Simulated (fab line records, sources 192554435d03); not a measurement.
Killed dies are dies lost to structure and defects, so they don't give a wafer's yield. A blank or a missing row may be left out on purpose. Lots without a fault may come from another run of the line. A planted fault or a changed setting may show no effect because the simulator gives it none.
Split-lot experiment | flow n5_finfet | 7 lots, 21 wafers read, on a route of 1938 steps

THE SPLIT
At N5_BEOL_M5_PECVD_70 (deposits SiO2 from TEOS/O2, target thk 16 nm, time 18 s), the setting time_s was moved away from the recipe's 18 s on 9 of the 21 wafers read, by -5.1% to +13.7%. The other wafers ran this setting at the recipe's value.

The reading is taken at the split's own step.

THE READING
SiO2_of_BEOL_M5_PECVD_70.thk_nm (the simulator's own value, which no gauge read), in nm, at N5_BEOL_M5_PECVD_70 (deposits SiO2 from TEOS/O2, target thk 16 nm, time 18 s). The file gives no usual value for it. The 12 wafers here that ran the recipe average 16.1 nm, standard deviation 0.21 nm.

wafer  | tool, chamber at the split | time_s as run, s | against the recipe | SiO2_of_BEOL_M5_PECVD_70.thk_nm, nm | against lot-mates on the recipe
L075.1 | pecvd-02, 0                | 18               | recipe             | 15.6                                | -
L075.4 | pecvd-02, 1                | 18               | recipe             | 16                                  | -
L075.5 | pecvd-02, 2                | 18               | recipe             | 16.2                                | -
L083.2 | pecvd-01, 1                | 18               | recipe             | 16.2                                | -
L083.4 | pecvd-01, 0                | 19.61            | +8.9%              | 18.2                                | +1.9
L083.6 | pecvd-01, 1                | 18               | recipe             | 16.4                                | -
L082.1 | pecvd-04, 0                | 20.46            | +13.7%             | 18                                  | +1.6
L082.4 | pecvd-04, 1                | 20.46            | +13.7%             | 18.2                                | +1.8
L082.5 | pecvd-04, 2                | 18               | recipe             | 16.4                                | -
L090.1 | pecvd-01, 1                | 18               | recipe             | 16.2                                | -
L090.3 | pecvd-01, 2                | 20.39            | +13.3%             | 17.8                                | +1.6
L090.6 | pecvd-01, 2                | 20.39            | +13.3%             | 18.2                                | +2.0
L092.1 | pecvd-01, 2                | 20.01            | +11.2%             | 17.6                                | +1.6
L092.4 | pecvd-01, 2                | 20.01            | +11.2%             | 17.6                                | +1.6
L092.2 | pecvd-01, 0                | 18               | recipe             | 16                                  | -
L094.1 | pecvd-04, 0,2              | 18               | recipe             | 16.2                                | -
L094.6 | pecvd-04, 0,2              | 18               | recipe             | 16.2                                | -
L094.2 | pecvd-04, 2                | 18               | recipe             | 16                                  | -
L096.2 | pecvd-01, 2                | 17.09            | -5.1%              | 15.2                                | -0.8
L096.4 | pecvd-01, 0                | 17.09            | -5.1%              | 15.6                                | -0.4
L096.6 | pecvd-01, 2                | 18               | recipe             | 16                                  | -
Where a row lists several chambers, the file gives one row for several wafers and doesn't say which wafer went through which chamber.

THE FIT
A straight line over all 21 wafers: SiO2_of_BEOL_M5_PECVD_70.thk_nm changes by +0.146 nm for each +1% of time_s; r = +0.96; the points scatter about the line by 0.27 nm.
The same after taking each lot's own level away (the mean of its wafers on the recipe; 21 wafers): +0.136 nm for each +1%; r = +0.97; scatter 0.22 nm.
On that fit, the largest move of time_s shifts the reading by 1.9 nm.
The lots' own levels span 15.93 to 16.40 nm, that is 2.2 times the standard deviation above.
So the lot-to-lot level changes the slope little: the two slopes agree.
Check: with one of the wafers moved furthest among these (+13.7%) left out of the fit, the line predicts +1.95 nm for it against its lot-mates. It came out at +1.6 nm against them.

OTHER SPLITS ON THESE WAFERS
These wafers also went through other splits before the reading. Each is held against what the fit with the lots' levels taken away leaves over:
other split on the same wafers   | wafers away from the commonest value | r with SiO2_of_BEOL_M5_PECVD_70.thk_nm (lot level and that fit taken away)
N5_BEOL_M1_EXPOSE_25 dose_mj     | 7                                    | +0.04
N5_BEOL_M1_DESCUM_33 time_s      | 4                                    | -0.16
N5_BEOL_M2_ETCH_69 bias_w        | 4                                    | +0.22
N5_BEOL_M2_TRENCH_ETCH_37 time_s | 4                                    | -0.18
N5_BEOL_M2_ALD_84 ald_cycles     | 7                                    | +0.21

THE FILE'S OWN FIT
SiO2_of_BEOL_M5_PECVD_70.thk_nm changes by +0.143 nm for each +1% of time_s, r = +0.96.
